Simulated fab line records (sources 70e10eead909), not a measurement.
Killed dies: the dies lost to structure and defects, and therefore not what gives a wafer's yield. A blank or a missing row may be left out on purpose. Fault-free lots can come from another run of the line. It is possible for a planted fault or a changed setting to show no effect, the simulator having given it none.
Which tool was responsible?	flow nand_harc	7 lots with 21 wafers sampled at 2 steps, on a route of 1159 steps

## WHAT THE GAUGES READ, wafer by wafer
NHARC_P_GATE_OVL_MEAS_27.
lot	measured	on	overlay_x_nm (nm)
L659	day 4 22:38	overlay-02	0.4 1.0 1.1
L660	day 5 04:12	overlay-01	-0.9 -0.3 -0.7
L663	day 6 05:31	overlay-01	-0.8 -0.6 -0.7
L666	day 6 15:15	overlay-02	-0.5 -0.3 -0.5
L674	day 9 02:23	overlay-01	0.5 0.3 0.6
L677	day 9 13:54	overlay-01	-1.5 -1.3 -0.7
L680	day 10 08:43	overlay-01	0.3 0.1 0.6

## WHAT TOOL EACH LOT RAN ON (gives the tool, then ch and the chambers of the sampled wafers, and finally the start)
lot	NHARC_P_STI_ETCH_15
L659	rie_si-01 ch 0,3, day 2 17:55
L660	rie_si-04 ch 2,3, day 3 02:07
L663	rie_si-06 ch 1,2,3, day 3 23:00
L666	rie_si-04 ch 1,2,3, day 4 10:45
L674	rie_si-01 ch 0,1,2, day 6 17:44
L677	rie_si-01 ch 1,2, day 7 10:49
L680	rie_si-01 ch 1,3, day 8 03:02
- NHARC_P_STI_ETCH_15: etches the open film in HBr/Cl2, target depth 300 nm, time 100.1 s.

## THE ANSWER, worked out from the rows above alone
Rule: usual is defined by the lots themselves. The widest of any qualifying gaps counts: lots, ordered by their means at a reading, are off when they make up no more than a third of the lots, leave a main group of 4 or more, and stand apart from it by 3 or more times the standard deviation of that group's means. A main group whose means are all the same, to the digits that the tables above print for the reading, isn't used. A lot without any number at a reading at which 4 lots or more have one is off too. Any other lot the step has rows for is counted as sound.
Across all readings shown, no lot is off: no conclusion can be drawn from this.

## WHAT THE SIMULATOR HAD PUT IN
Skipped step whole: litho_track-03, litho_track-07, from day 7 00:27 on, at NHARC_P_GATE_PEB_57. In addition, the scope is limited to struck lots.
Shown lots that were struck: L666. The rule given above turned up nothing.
